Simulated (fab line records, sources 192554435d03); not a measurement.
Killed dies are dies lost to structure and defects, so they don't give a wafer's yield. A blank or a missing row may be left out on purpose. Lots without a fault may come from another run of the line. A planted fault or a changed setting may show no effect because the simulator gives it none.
fab line records | flow n5_finfet
record lots=7 wafers=39
route steps=1938 shown BEOL_M1@770 BEOL_M3@931 BEOL_M4@1059
start_h: hours from the record's first day to the start of the lot's first wafer shown | wait_h: hours since the lot's step before | " the same as in the row above | L1.1+2: a row that stands for several wafers | - no value, or no start given | * or withheld: withheld | < > ~ a bound
route shown NAME@n: a module of which the file shows steps, and the number in the route of the first | usual: mean/standard deviation of fault-free wafers | same: alike in all rows | chamber/n: place in a boat | sites: the reading at each site | _std_site: their standard deviation | _edge_site: outer sites' mean less inner sites' | radius_mm: how far each site lies from the wafer's centre | mask NAME#n: copy n | behind: the tool/chamber that last shaped the wafer | hold: why the lot was held/for how many hours/how that ended | device: the transistor (n, p or np) that didn't switch | end of line: the same wafers' tests at the end of the route | a step without rows: its recipe alone | killed: dies lost to structure and defects at the first sort, not the wafer's yield | map: a wafer's dies, x killed, . not, _ none there
set.NAME: the setting as run; set.NAME@STEP: as run at that earlier step | model.NAME: the simulator's own value behind a step, which no gauge read
lots whose settings were changed on purpose; a table a step, a row a wafer
## steps
# step N5_BEOL_M1_ETCH_64
# recipe chemistry=N2/H2 target=SOC target_depth_a=750 overetch_a=150 mask_material=SiARC temp_c=40 time_s=112.5 ion_energy_ev=200 pressure_mtorr=30 source_w=840 bias_w=150 n2_flow_sccm=200 h2_flow_sccm=200
# columns lot.wafer tool chamber start_h wait_h set.time_s model.SiARC_of_BEOL_M1_COAT_62.thk_nm model.BEOL_M1.cd_offset_nm
L077.1 rie_diel-04 2 137.23 0.0 112.5 7 -0.2
L077.3 " 1 " " 112.5 6.6 -0.6
L077.6 " 3 " " 112.5 6.8 -0.2
L085.1+5 rie_diel-06 3,1 194.52 0.0 112.5 7 0
L085.2+3 " 2,1 " " 112.5 7 -0.2
L085.4 " 0 " " 112.5 6.6 0.2
L085.6 " 2 " " 112.5 6.8 0
L087.1 rie_diel-04 2 201.74 0.0 150.9 5.4 0.4
L087.2 " 1 " " 150.9 4.6 0.8
L087.3 " 0 " " 112.5 6.6 0
L087.4 " 3 " " 112.5 6.8 0
L087.5 " 0 " " 112.5 6.6 -0.2
L087.6 " 1 " " 150.9 4.8 0.6
L090.1 rie_diel-06 0 217.57 0.0 112.5 6.6 -0.2
L090.2+3 " 2,3 " " 57.72 9.4 -1
L090.4 " 1 " " 112.5 7 0
L090.5 " 1 " " 112.5 7 -0.2
L090.6 " 2 " " 57.72 9.4 -1.2
L093.1 rie_diel-02 3 237.39 0.0 112.5 6.6 -0.2
L093.2 " 2 " " 112.5 7.2 -0.2
L093.3 " 1 " " 137 5.4 0.2
L093.4 " 0 " " 112.5 6.8 0.2
L093.5 " 2 " " 137 6.2 0.2
L093.6 " 3 " " 137 5.4 0.4
L095.1+3+5+6 rie_diel-04 0,3,0,3 249.02 0.0 112.5 6.8 -0.4
L095.2 " 1 " " 112.5 6.6 -0.2
L095.4 " 2 " " 112.5 7 -0.2
L097.1 rie_diel-02 0 267.13 0.0 112.5 6.6 0.6
L097.2 " 3 " " 138.6 5.4 0.6
L097.3 " 2 " " 112.5 7.2 0.2
L097.4 " 1 " " 112.5 6.6 0
L097.5 " 0 " " 138.6 5.6 0.8
L097.6 " 3 " " 138.6 5.4 0.4
# step N5_BEOL_M1_STRIP_65
# recipe chemistry=N2/H2 temp_c=40 n2_flow_sccm=200 h2_flow_sccm=200 rf_frequency_hz=6e+07
# step N5_BEOL_M1_STRIP_75
# recipe chemistry=N2/H2 temp_c=40 n2_flow_sccm=200 h2_flow_sccm=200 rf_frequency_hz=6e+07
# step N5_BEOL_M1_STRIP_66
# recipe chemistry=CF4 resist=SiARC power_w=300 bias_power_w=75 pressure_mtorr=50 cf4_flow_sccm=150 rf_frequency_hz=6e+07
# step N5_BEOL_M1_HM_OPEN_17
# recipe chemistry=Cl2/BCl3 target_depth_a=200 overetch_a=60 target=TiN mask_material=SOC ion_energy_ev=150 pressure_mtorr=10 icp_w=1000 bias_w=126 Cl2_flow_sccm=53.25 bcl3_flow_sccm=21.75 Ar_flow_sccm=25
# columns lot.wafer tool chamber start_h wait_h set.time_s@BEOL_M1_ETCH_64 model.etch.depth_nm
L077.1+3 rie_metal-01 1 137.40 0.0 112.5 20.13
L077.6 " 0 " " 112.5 19.78
L085.1 rie_metal-02 0 194.69 0.0 112.5 20.06
L085.2 " 1 " " 112.5 19.78
L085.3 " 0 " " 112.5 19.97
L085.4 " 1 " " 112.5 19.99
L085.5 " 0 " " 112.5 19.91
L085.6 " 1 " " 112.5 20.19
L087.1 rie_metal-01 1 201.91 0.0 150.9 16.29
L087.2 " 0 " " 150.9 15.98
L087.3 " 0 " " 112.5 20.09
L087.4 " 1 " " 112.5 19.95
L087.5 " 1 " " 112.5 19.97
L087.6 " 0 " " 150.9 15.88
L090.1 rie_metal-02 1 217.74 0.0 112.5 19.87
L090.2+6 " 0,1 " " 57.72 19.96
L090.3 " 0 " " 57.72 19.8
L090.4 " 1 " " 112.5 19.86
L090.5 " 0 " " 112.5 20.03
L093.1 rie_metal-02 0 237.55 0.0 112.5 19.76
L093.2 " 1 " " 112.5 19.61
L093.3 " 0 " " 137 17.33
L093.4 " 1 " " 112.5 19.69
L093.5 " 1 " " 137 17.24
L093.6 " 0 " " 137 17.48
L095.1 rie_metal-03 1 249.18 0.0 112.5 20.03
L095.2 " 0 " " 112.5 19.77
L095.3 " 1 " " 112.5 19.93
L095.4 " 0 " " 112.5 19.74
L095.5 " 0 " " 112.5 19.95
L095.6 " 1 " " 112.5 19.86
L097.1 rie_metal-01 0 267.30 0.0 112.5 20.19
L097.2 " 1 " " 138.6 17.41
L097.3 " 0 " " 112.5 20.32
L097.4 " 1 " " 112.5 19.91
L097.5 " 1 " " 138.6 17.71
L097.6 " 0 " " 138.6 17.7
# step N5_BEOL_M3_ILD_DEP_00
# recipe material=SiOC target_thk_a=790 temp_c=350 precursor=DEMS/O2 pressure_torr=5 rf_w=500 time_s=15.3
# columns lot.wafer tool chamber start_h wait_h set.target_thk_a model.SiOC_of_BEOL_M3_ILD_DEP_00.thk_nm
L077.1 pecvd-01 2 175.64 0.0 790 78.2
L077.3 " 1 " " 790 77.8
L077.6 " 1 " " 790 79.4
L085.1 pecvd-03 0 213.13 0.0 790 78.2
L085.2 " 2 " " 790 77.8
L085.3 " 1 " " 790 79.2
L085.4 " 0 " " 790 79.8
L085.5 " 1 " " 790 81.8
L085.6 " 2 " " 790 80
L087.1 pecvd-01 1 236.23 0.0 790 78
L087.2 " 2 " " 790 77.2
L087.3 " 0 " " 790 77.8
L087.4 " 2 " " 1161 116
L087.5 " 0 " " 1161 117
L087.6 " 1 " " 1161 116.6
L090.1+3 pecvd-03 2,1 243.47 0.0 790 78.8
L090.2 " 0 " " 790 77.4
L090.4 " 1 " " 790 81.2
L090.5 " 2 " " 790 79.4
L090.6 " 0 " " 790 79.6
L093.1+3 pecvd-01 0,2 282.47 0.0 790 78.4
L093.2 " 1 " " 1216 120.2
L093.4 " 0 " " 1216 121.6
L093.5 " 1 " " 1216 122.2
L093.6 " 2 " " 790 79.4
L095.1 pecvd-01 2 294.41 0.0 1237 121.6
L095.2 " 0 " " 790 77.6
L095.3 " 0 " " 790 79.2
L095.4 " 2 " " 1237 124
L095.5 " 2 " " 1237 124.2
L095.6 " 0 " " 790 79.6
L097.1 pecvd-03 1 308.89 0.0 790 80.6
L097.2+3+6 " 0,2,0 " " 1185 118.4
L097.4 " 2 " " 790 81.2
L097.5 " 1 " " 790 81.4
# step N5_BEOL_M3_THK_MEAS_01
# recipe reads=SiOC_of_BEOL_M3_ILD_DEP_00
# usual M3_ILD_THK=79.4/1.1
# columns lot.wafer tool chamber start_h wait_h set.target_thk_a@BEOL_M3_ILD_DEP_00 M3_ILD_THK[nm]
L077.1 film_metro-01 - 175.73 0.1 790 78.2
L077.3 " - " " 790 77.8
L077.6 " - " " 790 79.5
L085.1 film_metro-02 - 213.20 0.0 790 78.3
L085.2 " - " " 790 77.7
L085.3 " - " " 790 79.2
L085.4 " - " " 790 79.7
L085.5 " - " " 790 81.8
L085.6 " - " " 790 80.0
L087.1 film_metro-02 - 236.30 0.0 790 77.9
L087.2 " - " " 790 77.2
L087.3 " - " " 790 77.9
L087.4 " - " " 1161 116.1
L087.5 " - " " 1161 117.0
L087.6 " - " " 1161 116.7
L090.1 film_metro-01 - 243.54 0.0 790 78.9
L090.2 " - " " 790 77.5
L090.3 " - " " 790 78.9
L090.4 " - " " 790 81.3
L090.5 " - " " 790 79.4
L090.6 " - " " 790 79.5
L093.1 film_metro-02 - 282.54 0.0 790 78.4
L093.2 " - " " 1216 120.2
L093.3 " - " " 790 78.4
L093.4 " - " " 1216 121.8
L093.5 " - " " 1216 122.2
L093.6 " - " " 790 79.3
L095.1 film_metro-01 - 294.49 0.1 1237 121.5
L095.2 " - " " 790 77.7
L095.3 " - " " 790 79.1
L095.4 " - " " 1237 123.9
L095.5 " - " " 1237 124.2
L095.6 " - " " 790 79.5
L097.1 film_metro-02 - 308.95 0.0 790 80.5
L097.2 " - " " 1185 118.3
L097.3 " - " " 1185 118.4
L097.4 " - " " 790 81.2
L097.5 " - " " 790 81.5
L097.6 " - " " 1185 118.5
# step N5_BEOL_M4_DESCUM_33
# recipe chemistry=O2 time_s=7 source_power_w=50 bias_power_w=20 pressure_mtorr=20 rf_frequency_hz=2.712e+07 temp_c=40 resist=CAR-EUV o2_flow_sccm=225
# columns lot.wafer tool chamber start_h wait_h set.time_s model.CAR-EUV_of_BEOL_M4_COAT_22.thk_nm
L077.1+6 rie_diel-01 0 199.38 0.0 7 26.2
L077.3 " 3 " " 7 26
L085.1+4 rie_diel-03 1,0 233.57 0.0 7 26
L085.2+3+6 " 2,3,3 " " 9.757 24.8
L085.5 " 0 " " 7 26.2
L087.1+5+6 rie_diel-03 3,3,1 249.21 0.0 9.909 24.6
L087.2+3+4 " 0,1,0 " " 7 26
L090.1+6 rie_diel-01 1 274.01 2.1 9.524 24.8
L090.2 " 3 " " 9.524 24.6
L090.3+4+5 " 0,2,0 " " 7 26
L093.1+2 rie_diel-03 1,0 298.49 0.0 7 26.2
L093.3 " 3 " " 10.42 24.4
L093.4+6 " 2 " " 10.42 24.6
L093.5 " 1 " " 7 26
L095.1+5+6 rie_diel-03 1,1,2 312.88 0.4 9.308 24.8
L095.2+3+4 " 2,3,0 " " 7 26
L097.1+2+3+4+6 rie_diel-05 0,3,1,2,0 323.02 0.0 7 26.2
L097.5 " 1 " " 7 26
# step N5_BEOL_M4_ETCH_77
# recipe chemistry=N2/H2 target=underlayer target_depth_a=65 mask_material=CAR-EUV time_s=5.2 ion_energy_ev=200 pressure_mtorr=30 source_w=840 bias_w=150 n2_flow_sccm=200 h2_flow_sccm=200 ends=cleared
# columns lot.wafer tool chamber start_h wait_h set.time_s@BEOL_M4_DESCUM_33 model.CAR-EUV_of_BEOL_M4_COAT_22.thk_nm
L077.1 rie_diel-01 0 199.42 0.0 7 20.6
L077.3+6 " 3,0 " " 7 20.4
L085.1+5 rie_diel-03 1,0 233.61 0.0 7 20.4
L085.2 " 2 " " 9.757 19.2
L085.3+6 " 3 " " 9.757 19
L085.4 " 0 " " 7 20.2
L087.1+5 rie_diel-03 3 249.24 0.0 9.909 19
L087.2+3+4 " 0,1,0 " " 7 20.4
L087.6 " 1 " " 9.909 18.8
L090.1+2+6 rie_diel-01 1,3,1 274.05 0.0 9.524 19
L090.3+4+5 " 0,2,0 " " 7 20.4
L093.1+2+5 rie_diel-03 1,0,1 298.53 0.0 7 20.4
L093.3 " 3 " " 10.42 18.6
L093.4+6 " 2 " " 10.42 18.8
L095.1+5+6 rie_diel-03 1,2,3 312.91 0.0 9.308 19.2
L095.2+3+4 " 2,3,1 " " 7 20.4
L097.1+2+3+4+5+6 rie_diel-05 0,3,1,2,1,0 323.06 0.0 7 20.4
## key
split step=N5_BEOL_M1_ETCH_64 setting=time_s stated=112.5 by=wafer
response step=N5_BEOL_M1_ETCH_64 reading=model.SiARC_of_BEOL_M1_COAT_62.thk_nm change=-0.0527 per=1% r=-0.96
response step=N5_BEOL_M1_ETCH_64 reading=model.BEOL_M1.cd_offset_nm change=+0.0183 per=1% r=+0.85
response step=N5_BEOL_M1_HM_OPEN_17 reading=model.etch.depth_nm shape=bent at_lowest=19.9 at_stated=19.94 at_highest=16.05
split step=N5_BEOL_M3_ILD_DEP_00 setting=target_thk_a stated=790 by=wafer
response step=N5_BEOL_M3_ILD_DEP_00 reading=model.SiOC_of_BEOL_M3_ILD_DEP_00.thk_nm change=+0.786 per=1% r=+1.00
response step=N5_BEOL_M3_THK_MEAS_01 reading=M3_ILD_THK change=+0.787 per=1% r=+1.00
split step=N5_BEOL_M4_DESCUM_33 setting=time_s stated=7 by=wafer
response step=N5_BEOL_M4_DESCUM_33 reading=model.CAR-EUV_of_BEOL_M4_COAT_22.thk_nm change=-0.0337 per=1% r=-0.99
response step=N5_BEOL_M4_ETCH_77 reading=model.CAR-EUV_of_BEOL_M4_COAT_22.thk_nm change=-0.0351 per=1% r=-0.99
